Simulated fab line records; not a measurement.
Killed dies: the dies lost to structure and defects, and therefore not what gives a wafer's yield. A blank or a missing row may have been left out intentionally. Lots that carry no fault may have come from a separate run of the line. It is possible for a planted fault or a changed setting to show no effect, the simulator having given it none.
The same fault as seen by 3 desks    flow n5Finfet    each desk has only its own numbers; what lay behind them comes last

== THE TOOL OWNER'S DESK: pecvd-02 ==
The tool's own readings at N5_BEOL_M9_ILD_DEP_00 (deposits SiCOH lowk from DEMS/porogen, target thk 308.51 nm, time 58 s): means of the sampled wafers that have a number, for each lot that ran on this tool. The brackets show how far a lot's mean lies from the usual mean; more than 4 standard deviations puts the lot out of limits, marked OUT.
Columns: A = heaterPowerW at N5_BEOL_M9_ILD_DEP_00, usual 333 W; B = rfFwdPowerW at N5_BEOL_M9_ILD_DEP_00, usual 495.7 W; C = runLengthS at N5_BEOL_M9_ILD_DEP_00, usual 100.9 s; D = showerheadPlenumPTorr at N5_BEOL_M9_ILD_DEP_00, usual 5.735 Torr; E = throttleValvePct at N5_BEOL_M9_ILD_DEP_00, usual 13.6 %
lot   first seen here  A    B      C                D      E
L240  day 9 20:35      319  496.6  100.3            5.748  13.8
L239  day 10 00:03     371  495.7  100.6            5.738  14.0
L247  day 12 00:37     316  494.3  100.5            5.752  14.2
L249  day 12 09:17     357  492.9  100.8            5.736  14.4
L253  day 14 10:13     339  495.3  114.4 (+29) OUT  5.729  14.3
This desk finds L253 out of limits, L253 being first, at day 14 10:13 (runLengthS at N5_BEOL_M9_ILD_DEP_00). L240, L239, L247, L249 stayed within limits.

== THE DEFECT DESK ==
Counts from the inspections along the route, per lot, as means over the sampled wafers that have a number. The brackets show how far a lot's mean lies from the usual mean; more than 4 standard deviations puts the lot out of limits, marked OUT.
Columns: A = rawDefectCount at N5_BEOL_M8_INSPECT_58, usual 71
lot   first seen here  A
L240  day 9 20:32      78
L238  day 9 23:38      78
L239  day 10 00:01     85
L241  day 10 11:14     62
L247  day 12 00:33     92
L249  day 12 09:15     52
L251  day 13 13:01     72
L253  day 14 10:10     71
L252  day 14 10:59     44
L261  day 15 18:58     73
This desk's verdict: no lot among the 10 shows anything out of limits.

== AT THE METROLOGY DESK ==
Lot by lot, what the gauges showed, no matter which tool ran the lot: averages of those sampled wafers that carry a number. The brackets show how far a lot's mean lies from the usual mean; more than 4 standard deviations puts the lot out of limits, marked OUT. It has 11 readings, of which 7 appear: the earliest out of limits, and the ones furthest out on some lot.
Columns: A = DIBL_N at N5_BEOL_M4_RC_MEAS_101, usual 37.0 mV/V; B = IOFF_N at N5_BEOL_M4_RC_MEAS_101, usual 0.17 nA/um; C = IOFF_P at N5_BEOL_M4_RC_MEAS_101, usual 0.23 nA/um; D = ION_P at N5_BEOL_M4_RC_MEAS_101, usual 460 uA/um; E = SS_P at N5_BEOL_M4_RC_MEAS_101, usual 73.6 mV/dec; F = VT_P at N5_BEOL_M4_RC_MEAS_101, usual -250 mV; G = M9_ILD_THK at N5_BEOL_M9_THK_MEAS_01, usual 270 nm
lot   first seen here  A     B     C     D    E     F     G
L238  day 7 23:18      40.4  0.25  0.31  471  74.9  -247  276
L239  day 8 02:19      37.9  0.20  0.24  456  74.9  -249  271
L240  day 8 05:23      36.8  0.17  0.23  460  73.8  -251  268
L241  day 8 22:55      38.3  0.20  0.22  456  74.0  -251  271
L247  day 10 06:52     38.5  0.21  0.30  470  73.7  -244  273
L249  day 10 19:25     37.2  0.16  0.20  454  73.4  -251  266
L251  day 11 10:53     35.7  0.19  0.26  462  73.9  -247  273
L253  day 12 11:37     37.8  0.17  0.23  461  73.4  -250  336 (+18) OUT
L252  day 12 16:50     37.5  0.16  0.24  456  73.7  -250  269
L261  day 14 06:08     35.8  0.14  0.16  448  73.4  -257  273
Per this desk, out of limits: L253; the first was L253, day 14 11:09 (M9_ILD_THK at N5_BEOL_M9_THK_MEAS_01). L238, L239, L240, L241, L247, L249, L251, L252, L261 stayed within limits.

== PUT TOGETHER ==
The tool owner's desk could have raised an alarm at day 14 10:13, on L253.
The metrology desk could have raised an alarm at day 14 11:09, on L253.
The defect desk saw nothing out of limits.
The defect desk has L253 on record, within its limits.
Of the lots named, all ran N5_BEOL_M9_ILD_DEP_00 on pecvd-02.

== WHAT THE SIMULATOR HAD PUT IN ==
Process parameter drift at N5_BEOL_M9_ILD_DEP_00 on pecvd-02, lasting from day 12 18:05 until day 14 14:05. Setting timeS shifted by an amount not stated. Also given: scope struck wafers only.
Lots struck among those shown: L253.
Time in hours from fault onset to the first out-of-limits reading at each desk: tool owner's desk 40, metrology desk 41.
